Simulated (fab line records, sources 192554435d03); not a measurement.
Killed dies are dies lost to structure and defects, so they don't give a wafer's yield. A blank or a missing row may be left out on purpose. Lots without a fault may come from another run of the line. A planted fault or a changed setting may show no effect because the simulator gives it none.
Split-lot experiment | flow n5_finfet | 7 lots, 39 wafers read, on a route of 1938 steps

THE SPLIT
At N5_FIN_SAQP_ETCH_65 (etches SiO2 in CF4, target depth 4 nm, time 4.4 s), the setting time_s was moved away from the recipe's 4.4 s on 15 of the 39 wafers read, by +17.3% to +47.4%. The other wafers ran this setting at the recipe's value.

The reading is taken at the split's own step.

THE READING
etch.depth_nm (the simulator's own value, which no gauge read), in nm, at N5_FIN_SAQP_ETCH_65 (etches SiO2 in CF4, target depth 4 nm, time 4.4 s). The file gives no usual value for it. The 24 wafers here that ran the recipe average 3.999 nm, standard deviation 0.093 nm.

wafer  | tool, chamber at the split | time_s as run, s | against the recipe | etch.depth_nm, nm | against lot-mates on the recipe
L075.1 | rie_si-06, 1               | 4.4              | recipe             | 3.945             | -
L075.2 | rie_si-06, 2               | 4.4              | recipe             | 4.018             | -
L075.3 | rie_si-06, 0               | 4.4              | recipe             | 3.995             | -
L075.4 | rie_si-06, 3               | 4.4              | recipe             | 3.923             | -
L075.5 | rie_si-06, 0               | 4.4              | recipe             | 3.935             | -
L075.6 | rie_si-06, 3               | 4.4              | recipe             | 3.894             | -
L084.2 | rie_si-04, 2               | 4.4              | recipe             | 4.181             | -
L084.4 | rie_si-04, 0               | 4.4              | recipe             | 3.887             | -
L084.6 | rie_si-04, 2               | 4.4              | recipe             | 4.129             | -
L086.1 | rie_si-06, 1               | 4.4              | recipe             | 3.988             | -
L086.2 | rie_si-06, 2               | 4.4              | recipe             | 3.991             | -
L086.3 | rie_si-06, 0               | 5.162            | +17.3%             | 4.596             | +0.621
L086.4 | rie_si-06, 3               | 5.162            | +17.3%             | 4.634             | +0.659
L086.5 | rie_si-06, 0               | 5.162            | +17.3%             | 4.611             | +0.636
L086.6 | rie_si-06, 3               | 4.4              | recipe             | 3.946             | -
L089.1 | rie_si-05, 2               | 5.962            | +35.5%             | 5.204             | +1.220
L089.2 | rie_si-05, 0               | 4.4              | recipe             | 3.894             | -
L089.3 | rie_si-05, 3               | 4.4              | recipe             | 4.072             | -
L089.4 | rie_si-05, 1               | 5.962            | +35.5%             | 5.404             | +1.420
L089.5 | rie_si-05, 1               | 4.4              | recipe             | 3.985             | -
L089.6 | rie_si-05, 2               | 5.962            | +35.5%             | 5.216             | +1.232
L090.1 | rie_si-05, 2               | 5.366            | +22.0%             | 4.707             | +0.688
L090.2 | rie_si-05, 1               | 4.4              | recipe             | 4.051             | -
L090.3 | rie_si-05, 0               | 5.366            | +22.0%             | 4.823             | +0.804
L090.4 | rie_si-05, 3               | 5.366            | +22.0%             | 5.037             | +1.018
L090.5 | rie_si-05, 0               | 4.4              | recipe             | 3.942             | -
L090.6 | rie_si-05, 1               | 4.4              | recipe             | 4.063             | -
L092.1 | rie_si-04, 0               | 6.199            | +40.9%             | 5.533             | +1.506
L092.2 | rie_si-04, 3               | 4.4              | recipe             | 3.964             | -
L092.3 | rie_si-04, 1               | 6.199            | +40.9%             | 5.666             | +1.639
L092.4 | rie_si-04, 2               | 6.199            | +40.9%             | 5.888             | +1.861
L092.5 | rie_si-04, 2               | 4.4              | recipe             | 4.192             | -
L092.6 | rie_si-04, 3               | 4.4              | recipe             | 3.924             | -
L094.1 | rie_si-04, 3               | 4.4              | recipe             | 3.956             | -
L094.2 | rie_si-04, 1               | 6.484            | +47.4%             | 5.912             | +1.893
L094.3 | rie_si-04, 2               | 6.484            | +47.4%             | 6.146             | +2.127
L094.4 | rie_si-04, 0               | 6.484            | +47.4%             | 5.794             | +1.775
L094.5 | rie_si-04, 3               | 4.4              | recipe             | 3.913             | -
L094.6 | rie_si-04, 2               | 4.4              | recipe             | 4.188             | -

THE FIT
A straight line over all 39 wafers: etch.depth_nm changes by +0.04 nm for each +1% of time_s; r = +0.99; the points scatter about the line by 0.12 nm.
The same after taking each lot's own level away (the mean of its wafers on the recipe; 39 wafers): +0.0397 nm for each +1%; r = +0.99; scatter 0.11 nm.
On that fit, the largest move of time_s shifts the reading by 1.9 nm.
The lots' own levels span 3.9517 to 4.0657 nm, that is 1.2 times the standard deviation above.
So the lot-to-lot level changes the slope little: the two slopes agree.
Check: with one of the wafers moved furthest among these (+47.4%) left out of the fit, the line predicts +1.87 nm for it against its lot-mates. It came out at +1.89 nm against them.

OTHER SPLITS ON THESE WAFERS
These wafers also went through other splits before the reading. Each is held against what the fit with the lots' levels taken away leaves over:
other split on the same wafers | wafers away from the commonest value | r with etch.depth_nm (lot level and that fit taken away)
N5_ZERO_LAYER_PECVD_02 time_s  | 15                                   | -0.12

THE FILE'S OWN FIT
etch.depth_nm changes by +0.0394 nm for each +1% of time_s, r = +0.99.
